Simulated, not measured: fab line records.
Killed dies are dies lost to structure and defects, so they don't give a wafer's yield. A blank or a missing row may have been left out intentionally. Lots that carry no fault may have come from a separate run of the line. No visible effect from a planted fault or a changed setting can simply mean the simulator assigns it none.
Which tool was responsible? -- flow nand_harc -- Sampling: 12 lots, 35 wafers, 5 of 1159 route steps

WHAT EACH GAUGE READ, for each wafer
NHARC_END_SORT_01.
lot,measured,on,killed_at_array,killed_at_other,killed_at_periphery,killed_dies,killed_open,killed_short
L372,day 24 19:25,prober-01,672 670,1 1,4 6,677 677,2 6,1 1
L373,day 24 19:15,prober-02,671 674 41,1 1 4,5 2 9,677 677 54,6 1 7,6 1 3
L374,day 25 04:38,prober-02,676 41 47,0 1 3,1 5 4,677 47 54,1 5 5,4 2 2

WHICH TOOL RAN EACH LOT (tool, then ch and the chambers of the sampled wafers, then the start)
lot,NHARC_A_SLIT_ETCH_29,NHARC_A_SLIT_STRIP_18,NHARC_A_WL_FILL_ETCHBACK_04,NHARC_A_WL_FILL_ETCHBACK_16
L363,"rie_diel-10 ch 0,2,3, day 14 14:01","rie_diel-10 ch 0,2, day 15 03:44 or earlier","rie_metal-03 ch 0,1, day 15 03:44","rie_diel-02 ch 0,2,3, no start"
L367,"rie_diel-10 ch 0,1,3, day 15 06:13","rie_diel-10 ch 1,2,3, day 15 23:05 or earlier","rie_metal-01 ch 0, day 15 23:05","rie_diel-09 ch 1,2, no start"
L368,"rie_diel-10 ch 0,2,3, day 15 09:27","rie_diel-10 ch 0,1,3, day 16 01:50 or earlier","rie_metal-03 ch 0,1, day 16 01:50","rie_diel-09 ch 0,2,3, no start"
L371,"rie_diel-05 ch 1,2,3, day 16 12:22","rie_diel-05 ch 0,1,3, day 17 05:32 or earlier","rie_metal-03 ch 0,1, day 17 05:32","rie_diel-02 ch 2,3, no start"
L372,"rie_diel-06 ch 2,3, day 17 01:43","rie_diel-06 ch 1,3, day 17 18:14 or earlier","rie_metal-03 ch 0,1, day 17 18:14","rie_diel-03 ch 1,2, day 24 19:25 or earlier"
L373,"rie_diel-10 ch 0,1,2, day 17 02:15","rie_diel-10 ch 0,3, day 17 15:25 or earlier","rie_metal-03 ch 0,1, day 17 15:25","rie_diel-03 ch 0,1,3, day 24 19:15 or earlier"
L374,"rie_diel-06 ch 1,2, day 17 14:12","rie_diel-06 ch 0,2,3, day 18 07:41 or earlier","rie_metal-03 ch 0,1, day 18 07:41","rie_diel-03 ch 0,2,3, day 25 04:38 or earlier"
L380,"rie_diel-05 ch 0,2,3, day 18 17:14","rie_diel-05 ch 0,1,3, day 19 07:59 or earlier","rie_metal-02 ch 0,1, day 19 07:59","rie_diel-03 ch 1,3, no start"
L384,"rie_diel-10 ch 0,1,2, day 19 14:58","rie_diel-10 ch 0,1,2, day 20 03:41 or earlier","rie_metal-02 ch 0,1, day 20 03:41","rie_diel-09 ch 0,1,2, no start"
L382,"rie_diel-10 ch 1,2,3, day 20 05:32","rie_diel-10 ch 1,2, day 20 22:32 or earlier","rie_metal-03 ch 0,1, day 20 22:32","rie_diel-02 ch 0,1,3, no start"
L385,"rie_diel-10 ch 0,1, day 20 09:57","rie_diel-10 ch 0,1,3, day 20 22:49 or earlier","rie_metal-01 ch 0,1, day 20 22:49","rie_diel-02 ch 0,1,3, no start"
L386,"rie_diel-05 ch 0,1,2, day 21 00:27","rie_diel-05 ch 0,1,2, day 21 14:12 or earlier","rie_metal-02 ch 0,1, day 21 14:12","rie_diel-09 ch 1,2,3, no start"
- NHARC_A_SLIT_ETCH_29: etches the open film in CF4/O2, target depth 100 nm, overetch 10 nm, time 55 s.
- NHARC_A_SLIT_STRIP_18: strips in O2.
- NHARC_A_WL_FILL_ETCHBACK_04: etches the open film in NF3, target depth 60 nm, time 120 s.
- NHARC_A_WL_FILL_ETCHBACK_16: etches the open film in C4F8/O2/Ar, target depth 88 nm, time 17.6 s.

AS READ BY THE TOOLS THEMSELVES (means over the sampled wafers that have a number; for cases with no such wafer, the mark the record gives instead)
NHARC_A_SLIT_ETCH_29.
lot,tool,drypump_motor_current_A (A),oes_f_703_au (a.u.),oes_product_au (a.u.),rf_vpp_V (V),showerhead_plenum_p_Torr (Torr),throttle_valve_pct (%)
L363,rie_diel-10,5.9,0.997,1.006,197.9,1.32,13.403
L367,rie_diel-10,5.8,0.997,1.020,197.9,1.33,13.404
L368,rie_diel-10,5.9,1.001,1.002,197.1,1.32,13.399
L371,rie_diel-05,5.9,0.994,1.007,199.6,1.39,13.398
L372,rie_diel-06,5.8,0.995,0.998,196.5,1.29,13.387
L373,rie_diel-10,5.9,1.000,0.983,196.5,1.28,13.386
L374,rie_diel-06,5.7,1.006,0.999,197.6,1.31,13.384
L380,rie_diel-05,5.6,1.000,1.006,198.0,1.34,13.405
L384,rie_diel-10,5.9,0.998,0.991,195.9,1.28,13.411
L382,rie_diel-10,5.7,0.998,0.996,197.6,1.34,13.397
L385,rie_diel-10,5.8,1.000,0.986,196.5,1.29,13.398
L386,rie_diel-05,6.0,1.002,1.011,197.8,1.35,13.398

NHARC_A_SLIT_STRIP_18.
lot,tool,drypump_motor_current_A (A),oes_product_au (a.u.),rf_vpp_V (V),showerhead_plenum_p_Torr (Torr),throttle_valve_pct (%)
L363,rie_diel-10,6.0,0.994,58.3,3.37,17.038
L367,rie_diel-10,5.7,1.002,58.6,3.54,17.040
L368,rie_diel-10,5.8,1.006,57.7,3.52,17.040
L371,rie_diel-05,5.6,1.011,57.9,3.58,17.043
L372,rie_diel-06,6.0,1.002,57.8,3.30,17.037
L373,rie_diel-10,5.7,0.993,57.1,3.62,17.046
L374,rie_diel-06,6.0,0.999,57.9,3.47,17.037
L380,rie_diel-05,5.6,1.013,57.5,3.57,17.030
L384,rie_diel-10,5.9,0.986,56.9,3.39,17.036
L382,rie_diel-10,5.9,0.993,57.6,3.41,17.036
L385,rie_diel-10,5.8,0.993,57.1,3.52,17.032
L386,rie_diel-05,6.1,1.009,58.1,3.56,17.029

NHARC_A_WL_FILL_ETCHBACK_04.
lot,tool,drypump_motor_current_A (A),oes_product_au (a.u.),run_length_s (s)
L363,rie_metal-03,5.1,0.996,141.1
L367,rie_metal-01,5.0,0.998,141.4
L368,rie_metal-03,5.1,0.989,140.8
L371,rie_metal-03,5.1,1.003,141.2
L372,rie_metal-03,5.2,1.001,91.4
L373,rie_metal-03,5.1,0.999,107.8
L374,rie_metal-03,5.1,0.991,124.5
L380,rie_metal-02,5.7,1.001,141.1
L384,rie_metal-02,5.7,1.005,141.3
L382,rie_metal-03,5.3,0.995,140.9
L385,rie_metal-01,5.0,0.993,141.5
L386,rie_metal-02,5.6,1.002,140.8

NHARC_A_WL_FILL_ETCHBACK_16.
lot,tool,oes_product_au (a.u.),rf_vpp_V (V),run_length_s (s)
L363,rie_diel-02,0.984,722,38.7
L367,rie_diel-09,0.972,728,38.6
L368,rie_diel-09,0.988,728,38.9
L371,rie_diel-02,0.977,720,38.5
L372,rie_diel-03,1.019,723,39.0
L373,rie_diel-03,1.006,726,39.1
L374,rie_diel-03,0.935,722,38.7
L380,rie_diel-03,1.008,725,39.3
L384,rie_diel-09,0.983,727,38.9
L382,rie_diel-02,0.961,722,39.2
L385,rie_diel-02,0.978,720,38.9
L386,rie_diel-09,0.992,728,38.9

THE ANSWER, worked out from the rows above alone
Rule: the usual values come from the lots themselves. Put in order of their means at a reading, lots are off if they are a third of the lots or fewer, leave a main group of 4 or more, and stand apart from it by a gap of 3 or more times the standard deviation of the main group's means; of several such gaps the widest counts. If all means in a main group match to the digits the tables above print for the reading, that group is not used. Also off: a lot with no number at a reading for which 4 or more lots have one. Any other lot the step has rows for is counted as sound. First the gauges in route order, then the tools' own readings, where a lot's mean is used as printed above. At the first step where some lot is off, the reading lying furthest off is the one used; lots without a number count as furthest.
Off, at NHARC_A_WL_FILL_ETCHBACK_04 on run_length_s: L372, L373, L374. Main group: mean 141.1 s, sd 0.24.
A tool fits if, at that step or a process step before it, it ran every lot that is off, and no sound lot after the first of them. Because NHARC_A_SLIT_STRIP_18 lacks a start for some lots, the hours and order of its lots are taken from NHARC_A_WL_FILL_ETCHBACK_04. Of those tried, none fits.

WHAT HAD BEEN PUT IN BY THE SIMULATOR
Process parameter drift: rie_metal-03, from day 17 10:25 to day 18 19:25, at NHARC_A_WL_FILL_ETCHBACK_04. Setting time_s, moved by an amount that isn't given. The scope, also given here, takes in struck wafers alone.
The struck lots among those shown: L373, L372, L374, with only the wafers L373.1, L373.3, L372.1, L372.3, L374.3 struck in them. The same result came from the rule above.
